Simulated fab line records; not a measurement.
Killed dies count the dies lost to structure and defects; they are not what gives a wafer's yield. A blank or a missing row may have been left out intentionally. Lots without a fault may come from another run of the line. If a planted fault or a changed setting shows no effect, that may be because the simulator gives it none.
Split-lot study / flow n5_finfet / 21 wafers read across 7 lots, on a route 1938 steps long

## ON THE SPLIT
At N5_MIM_BOT_SPUTTER_00 (material TiN, target thk 35 nm, time 89.7 s), the setting time_s was moved away from the recipe's 89.7 s on 6 of the 21 wafers read, by -5.2% to +9.5%. All remaining wafers had this setting at the recipe value.

The reading comes from the split's own step.

## THE READING
TiN_of_MIM_BOT_SPUTTER_00.thk_nm (the simulator's own value, which no gauge read), in nm, at N5_MIM_BOT_SPUTTER_00 (material TiN, target thk 35 nm, time 89.7 s). There is no usual value for it anywhere in the file. Here, 15 wafers ran the recipe; their average is 35.0 nm with a standard deviation of 0.24 nm.

wafer=L074.4; tool, chamber at the split=pvd_sputter-02, -; time_s as run, s=89.7; against the recipe=recipe; TiN_of_MIM_BOT_SPUTTER_00.thk_nm, nm=35.2; against lot-mates on the recipe=-
wafer=L074.5; tool, chamber at the split=pvd_sputter-02, -; time_s as run, s=89.7; against the recipe=recipe; TiN_of_MIM_BOT_SPUTTER_00.thk_nm, nm=35; against lot-mates on the recipe=-
wafer=L074.6; tool, chamber at the split=pvd_sputter-02, -; time_s as run, s=89.7; against the recipe=recipe; TiN_of_MIM_BOT_SPUTTER_00.thk_nm, nm=35.4; against lot-mates on the recipe=-
wafer=L075.2; tool, chamber at the split=pvd_sputter-03, -; time_s as run, s=89.7; against the recipe=recipe; TiN_of_MIM_BOT_SPUTTER_00.thk_nm, nm=34.8; against lot-mates on the recipe=-
wafer=L075.3; tool, chamber at the split=pvd_sputter-03, -; time_s as run, s=89.7; against the recipe=recipe; TiN_of_MIM_BOT_SPUTTER_00.thk_nm, nm=34.8; against lot-mates on the recipe=-
wafer=L075.6; tool, chamber at the split=pvd_sputter-03, -; time_s as run, s=89.7; against the recipe=recipe; TiN_of_MIM_BOT_SPUTTER_00.thk_nm, nm=34.8; against lot-mates on the recipe=-
wafer=L076.3; tool, chamber at the split=pvd_sputter-02, -; time_s as run, s=89.7; against the recipe=recipe; TiN_of_MIM_BOT_SPUTTER_00.thk_nm, nm=35.4; against lot-mates on the recipe=-
wafer=L076.5; tool, chamber at the split=pvd_sputter-02, -; time_s as run, s=89.7; against the recipe=recipe; TiN_of_MIM_BOT_SPUTTER_00.thk_nm, nm=35.2; against lot-mates on the recipe=-
wafer=L076.6; tool, chamber at the split=pvd_sputter-02, -; time_s as run, s=96.15; against the recipe=+7.2%; TiN_of_MIM_BOT_SPUTTER_00.thk_nm, nm=38.2; against lot-mates on the recipe=+2.9
wafer=L080.1; tool, chamber at the split=pvd_sputter-02, -; time_s as run, s=96.35; against the recipe=+7.4%; TiN_of_MIM_BOT_SPUTTER_00.thk_nm, nm=38; against lot-mates on the recipe=+2.8
wafer=L080.5; tool, chamber at the split=pvd_sputter-02, -; time_s as run, s=96.35; against the recipe=+7.4%; TiN_of_MIM_BOT_SPUTTER_00.thk_nm, nm=37.6; against lot-mates on the recipe=+2.4
wafer=L080.6; tool, chamber at the split=pvd_sputter-02, -; time_s as run, s=89.7; against the recipe=recipe; TiN_of_MIM_BOT_SPUTTER_00.thk_nm, nm=35.2; against lot-mates on the recipe=-
wafer=L086.1; tool, chamber at the split=pvd_sputter-03, -; time_s as run, s=89.7; against the recipe=recipe; TiN_of_MIM_BOT_SPUTTER_00.thk_nm, nm=34.6; against lot-mates on the recipe=-
wafer=L086.2; tool, chamber at the split=pvd_sputter-03, -; time_s as run, s=89.7; against the recipe=recipe; TiN_of_MIM_BOT_SPUTTER_00.thk_nm, nm=34.8; against lot-mates on the recipe=-
wafer=L086.5; tool, chamber at the split=pvd_sputter-03, -; time_s as run, s=89.7; against the recipe=recipe; TiN_of_MIM_BOT_SPUTTER_00.thk_nm, nm=34.8; against lot-mates on the recipe=-
wafer=L085.3; tool, chamber at the split=pvd_sputter-01, -; time_s as run, s=98.22; against the recipe=+9.5%; TiN_of_MIM_BOT_SPUTTER_00.thk_nm, nm=38.2; against lot-mates on the recipe=+3.2
wafer=L085.5; tool, chamber at the split=pvd_sputter-01, -; time_s as run, s=98.22; against the recipe=+9.5%; TiN_of_MIM_BOT_SPUTTER_00.thk_nm, nm=38.2; against lot-mates on the recipe=+3.2
wafer=L085.4; tool, chamber at the split=pvd_sputter-01, -; time_s as run, s=89.7; against the recipe=recipe; TiN_of_MIM_BOT_SPUTTER_00.thk_nm, nm=35; against lot-mates on the recipe=-
wafer=L097.3; tool, chamber at the split=pvd_sputter-02, -; time_s as run, s=89.7; against the recipe=recipe; TiN_of_MIM_BOT_SPUTTER_00.thk_nm, nm=34.8; against lot-mates on the recipe=-
wafer=L097.5; tool, chamber at the split=pvd_sputter-02, -; time_s as run, s=89.7; against the recipe=recipe; TiN_of_MIM_BOT_SPUTTER_00.thk_nm, nm=34.8; against lot-mates on the recipe=-
wafer=L097.6; tool, chamber at the split=pvd_sputter-02, -; time_s as run, s=85.02; against the recipe=-5.2%; TiN_of_MIM_BOT_SPUTTER_00.thk_nm, nm=32.4; against lot-mates on the recipe=-2.4

THE FIT
A straight line over all 21 wafers: TiN_of_MIM_BOT_SPUTTER_00.thk_nm changes by +0.383 nm for each +1% of time_s; r = +0.98; the points scatter about the line by 0.31 nm.
The same after taking each lot's own level away (the mean of its wafers on the recipe; 21 wafers): +0.364 nm for each +1%; r = +0.99; scatter 0.18 nm.
According to that fit, moving time_s by its largest amount changes the reading by 3.5 nm.
The span of the lots' own levels, 34.73 to 35.30 nm, comes to 2.4 times the standard deviation stated above.
Consequently the slope shifts little with the lot-to-lot level, the two slopes agreeing.
Check: +3.48 nm against its lot-mates is what the line predicts for one of the wafers moved furthest among these (+9.5%) when that wafer is left out of the fit. Against them it came out at +3.2 nm.

## ADDITIONAL SPLITS CARRIED BY THESE WAFERS
Note: prior to the reading, these wafers also went through further splits. Each is held against what the fit with the lots' levels taken away leaves over:
other split on the same wafers=N5_BEOL_M12_EXPOSE_07 dose_mj; wafers away from the commonest value=6; r with TiN_of_MIM_BOT_SPUTTER_00.thk_nm (lot level and that fit taken away)=-0.45
other split on the same wafers=N5_BEOL_M12_ETCH_59 h2_flow_sccm; wafers away from the commonest value=9; r with TiN_of_MIM_BOT_SPUTTER_00.thk_nm (lot level and that fit taken away)=-0.09
other split on the same wafers=N5_BEOL_M13_COAT_65 spin_rpm; wafers away from the commonest value=9; r with TiN_of_MIM_BOT_SPUTTER_00.thk_nm (lot level and that fit taken away)=+0.29
other split on the same wafers=N5_BEOL_M13_EXPOSE_25 dose_mj; wafers away from the commonest value=6; r with TiN_of_MIM_BOT_SPUTTER_00.thk_nm (lot level and that fit taken away)=+0.14
other split on the same wafers=N5_BEOL_M14_COAT_65 spin_rpm; wafers away from the commonest value=4; r with TiN_of_MIM_BOT_SPUTTER_00.thk_nm (lot level and that fit taken away)=-0.28
other split on the same wafers=N5_BEOL_M15_EXPOSE_25 dose_mj; wafers away from the commonest value=3; r with TiN_of_MIM_BOT_SPUTTER_00.thk_nm (lot level and that fit taken away)=+0.03
other split on the same wafers=N5_BEOL_M15_ETCH_61 time_s; wafers away from the commonest value=8; r with TiN_of_MIM_BOT_SPUTTER_00.thk_nm (lot level and that fit taken away)=+0.12

## FILE'S OWN FIT
TiN_of_MIM_BOT_SPUTTER_00.thk_nm changes by +0.371 nm for each +1% of time_s, r = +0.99.
